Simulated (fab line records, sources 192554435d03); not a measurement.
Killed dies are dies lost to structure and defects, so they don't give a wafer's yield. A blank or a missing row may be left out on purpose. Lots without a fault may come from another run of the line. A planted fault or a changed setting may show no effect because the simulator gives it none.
Which tool did it? | flow n5_finfet | 11 lots, 33 wafers sampled, at 1 step of a route of 1938

WHAT THE GAUGES READ, wafer by wafer
N5_BEOL_M12_CD_MEAS_28: target cd 160.2 nm.
lot  | measured     | on        | cd_nm (nm)
L116 | day 11 18:41 | cd_sem-01 | 161.0 161.0 158.2
L121 | day 14 18:11 | cd_sem-01 | 160.0 158.7 160.5
L120 | day 14 19:37 | cd_sem-03 | 161.2 161.7 161.8
L122 | day 15 04:05 | cd_sem-03 | 158.8 160.6 159.9
L124 | day 15 21:34 | cd_sem-03 | 158.9 159.1 159.4
L128 | day 16 10:17 | cd_sem-01 | 161.3 162.0 160.7
L117 | day 16 19:37 | cd_sem-01 | 161.7 159.4 161.9
L133 | day 17 23:59 | cd_sem-02 | 159.3 158.2 158.3
L134 | day 18 06:34 | cd_sem-01 | 158.6 159.5 158.9
L137 | day 18 06:50 | cd_sem-01 | 160.1 160.0 159.6
L135 | day 18 08:34 | cd_sem-01 | 158.6 158.6 159.0

WHICH TOOL RAN EACH LOT (tool, then ch and the chambers of the sampled wafers, then the start)
The record holds no process step before these readings.

THE ANSWER, worked out from the rows above alone
Rule: what is usual is taken from the lots themselves. Put in order of their means at a reading, lots are off if they are a third of the lots or fewer, leave a main group of 4 or more, and stand apart from it by a gap of 3 or more times the standard deviation of the main group's means; of several such gaps the widest counts. A main group whose means are all the same, to the digits that the tables above print for the reading, isn't used. A lot without any number at a reading at which 4 lots or more have one is off too. The other lots that the step has rows for count as sound.
No lot is off at any reading shown: from this, nothing can be told.

WHAT THE SIMULATOR HAD PUT IN
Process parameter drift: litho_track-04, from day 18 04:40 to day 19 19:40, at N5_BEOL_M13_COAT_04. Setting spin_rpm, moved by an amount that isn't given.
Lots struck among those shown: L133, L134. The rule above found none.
